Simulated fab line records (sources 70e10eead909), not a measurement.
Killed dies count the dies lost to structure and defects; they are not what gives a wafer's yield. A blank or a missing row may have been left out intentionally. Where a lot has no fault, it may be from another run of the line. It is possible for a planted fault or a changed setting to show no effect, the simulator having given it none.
A lot that was struck, set against a sound lot | flow nandHarc | 33 out of 1159 route steps
Sound: the wafers L142.2, L142.3, L142.5. The struck wafers were L148.1, L148.4, L148.5. Last of all comes the cause.
For every step that has rows: the tool of each side, followed by ch and its chambers, followed by its first start. Under that, the readings that differ: sound wafers | struck wafers | difference of the means | sigmas: that difference in standard deviations of wafers without a fault.
alike: words and numbers the same on both sides, and readings whose means are apart by under 2 such deviations; not compared: readings that were withheld, readings missing a value for some wafer, numbers with overlapping values and no deviation given by the record, and bounds like >300 which may hide the same value.
Wherever a step has rows on one side only, a row that says differs or no value, or a row with sigmas, the two part there. Numbers that have no deviation but don't overlap get no sigmas and don't part them. A reading missing from all wafers of one side parts the sides only when that side holds two or more wafers.

first, 3 steps without rows for these wafers: NHARC_A_CHANNEL_HOLE_D1_EXPOSE_07 (exposes mask HOLE D1, target cd 100 nm); NHARC_A_CHANNEL_HOLE_D1_PEB_08 (peb time 65 s); NHARC_A_CHANNEL_HOLE_D1_DEVELOP_09 (develop time 35 s).
NHARC_A_CHANNEL_HOLE_D1_CD_MEAS_10 targets a cd of 100 nm.
  sound on cdSem-02 ch 0, day 9 04:54; struck on cdSem-03 ch 0, day 11 17:02
  alike: cdNm
NHARC_A_CHANNEL_HOLE_D1_OVL_MEAS_11:
  struck on overlay-01, day 11 17:08; sound on overlay-01, day 9 04:59
reading         | sound          | struck      | difference | sigmas
overlayYNm (nm) | -1.4 -1.2 -0.5 | 1.3 1.6 0.6 | +2.2       | +2
  alike: overlayXNm
NHARC_A_CHANNEL_HOLE_D1_INSPECT_12:
  struck on defectInspect-02, day 11 17:10; sound on defectInspect-01, day 9 05:01
  alike: rawDefectCount
then, 1 step without rows for these wafers: NHARC_A_CHANNEL_HOLE_D1_DESCUM_15 (chemistry O2, time 3 s).
NHARC_A_CHANNEL_HOLE_D1_ETCH_38: etches the open film in CF4, target depth 39 nm, time 65 s.
  sound on rieDiel-10 ch 2,3, day 9 05:10; struck on rieDiel-10 ch 2,3, day 11 17:19
  alike: drypumpMotorCurrentA, oesProductAu, rfVppV, showerheadPlenumPTorr, throttleValvePct
  not compared: rfHoursCounterH
NHARC_A_CHANNEL_HOLE_D1_ETCH_39: etches the open film in N2/H2, target depth 260 nm, time 325 s.
  sound on rieDiel-10 ch 0,2,3; struck on rieDiel-10 ch 1,2,3
  alike: drypumpMotorCurrentA, oesProductAu, rfVppV, showerheadPlenumPTorr, throttleValvePct
  not compared: rfHoursCounterH
then, 2 steps without rows for these wafers: NHARC_A_CHANNEL_HOLE_D1_ETCH_34 (etches the open film in CF4/CHF3, target depth 154 nm, time 77 s); NHARC_A_CHANNEL_HOLE_D1_ETCH_16 (etches the open film in O2/COS, target depth 3100 nm, time 806 s).
NHARC_A_CHANNEL_HOLE_D1_CD_MEAS_18:
  struck on cdSem-01, day 11 18:20; sound on cdSem-01, day 9 06:12
  alike: cdNm
NHARC_A_CHANNEL_HOLE_D1_ETCH_19: etches the open film in C4F8/O2/Ar, time 34.5 s.
  sound on harEtch-02 ch 0,1, day 9 06:17; struck on harEtch-01 ch 1, day 11 18:26
reading                  | sound       | struck      | difference | sigmas
drypumpMotorCurrentA (A) | 6.0 6.0 6.2 | 5.2 5.2 5.2 | -0.9       | -2
  alike: showerheadPlenumPTorr, throttleValvePct
  not compared: rfHoursCounterH
NHARC_A_CHANNEL_HOLE_D1_ETCH_20: etches the open film in C4F8/O2/Ar, time 361.9 s, target depth 1600 nm.
  sound on harEtch-02 ch 0,1, day 9 06:26; struck on harEtch-01 ch 1, day 11 18:35
reading                  | sound       | struck      | difference | sigmas
drypumpMotorCurrentA (A) | 6.0 6.0 6.2 | 5.1 5.2 5.1 | -0.9       | -2
  alike: showerheadPlenumPTorr, throttleValvePct
  not compared: rfHoursCounterH
then, 1 step without rows for these wafers: NHARC_A_CHANNEL_HOLE_D1_ETCH_21 (etches the open film in C4F8/O2/Ar, time 514.3 s, target depth 1600 nm).
NHARC_A_CHANNEL_HOLE_D1_ETCH_22: etches the open film in C4F8/O2/Ar, time 666.7 s, target depth 1600 nm.
  sound on harEtch-02 ch 0,1, day 9 07:14; struck on harEtch-01 ch 1, day 11 19:23
reading                  | sound       | struck      | difference | sigmas
drypumpMotorCurrentA (A) | 6.0 6.0 6.2 | 5.2 5.2 5.2 | -0.9       | -2
  alike: showerheadPlenumPTorr, throttleValvePct
  not compared: rfHoursCounterH
then, 8 steps without rows for these wafers: NHARC_A_CHANNEL_HOLE_D1_ETCH_23 (etches the open film in C4F8/O2/Ar, time 819 s, target depth 1600 nm); NHARC_A_CHANNEL_HOLE_D1_ETCH_24 (etches the open film in C4F8/O2/Ar, time 906.2 s, target depth 1500 nm); NHARC_A_CHANNEL_HOLE_D1_ETCH_25 (etches the open film in C4F8/O2/Ar, time 1040.2 s, target depth 1500 nm); NHARC_A_CHANNEL_HOLE_D1_ETCH_26 (etches the open film in C4F8/O2/Ar, time 224.1 s, target depth 300 nm); NHARC_A_CHANNEL_HOLE_D1_ETCH_33 (etches the open film in C4F8/O2/Ar, time 90 s, target depth 400 nm); NHARC_A_CHANNEL_HOLE_D1_STRIP_41 (strips in N2/H2); NHARC_A_CHANNEL_HOLE_D1_STRIP_42 (strips in CF4/CHF3); NHARC_A_CHANNEL_HOLE_D1_STRIP_43 (strips in O2/COS).
NHARC_A_CHANNEL_HOLE_D1_ETCH_44: etches the open film in CF4/O2, target depth 140 nm, overetch 14 nm, time 77 s.
  sound on rieDiel-10 ch 1,2, day 9 11:03; struck on rieDiel-10 ch 0,1,2, day 11 23:10
  alike: drypumpMotorCurrentA, oes_ar_750_au, oesProductAu, rfVppV, showerheadPlenumPTorr, throttleValvePct
  not compared: rfHoursCounterH
then, 3 steps without rows for these wafers: NHARC_A_CHANNEL_HOLE_D1_STRIP_27 (strips in O2); NHARC_A_CHANNEL_HOLE_D1_PRECLEAN_28 (cleans in SC1); NHARC_A_CHANNEL_HOLE_D1_SRD_29.
NHARC_A_CHANNEL_HOLE_D1_CD_MEAS_30:
  struck on cdSem-03, day 11 23:58; sound on cdSem-02, day 9 11:51
  alike: cdNm
next, for these wafers, 1 step has no rows: NHARC_A_CHANNEL_HOLE_D1_XSEM_31.
NHARC_A_CHANNEL_HOLE_D1_INSPECT_40:
  struck on defectInspect-02, day 12 00:09; sound on defectInspect-02, day 9 12:02
reading        | sound    | struck      | difference | sigmas
rawDefectCount | 37 35 43 | 746 772 780 | +728       | +45
then, 1 step without rows for these wafers: NHARC_A_CHANNEL_FILL_D1_PRECLEAN_00 (cleans in SC1).
-- the record jumps here: 10 days lie between the struck wafers' starts before and after (it left off in module A_CHANNEL_FILL_D1 and takes up again in module END, whose first step shown is number 1159 of the route) --
NHARC_END_SORT_01:
  at this point the record logs the struck wafers (prober-01 ch 0, day 22 04:35) and has no rows for the sound ones

## WHERE THEY PART
First at NHARC_A_CHANNEL_HOLE_D1_OVL_MEAS_11; last, within this record, at NHARC_END_SORT_01.

WHY: the cause the simulator had injected
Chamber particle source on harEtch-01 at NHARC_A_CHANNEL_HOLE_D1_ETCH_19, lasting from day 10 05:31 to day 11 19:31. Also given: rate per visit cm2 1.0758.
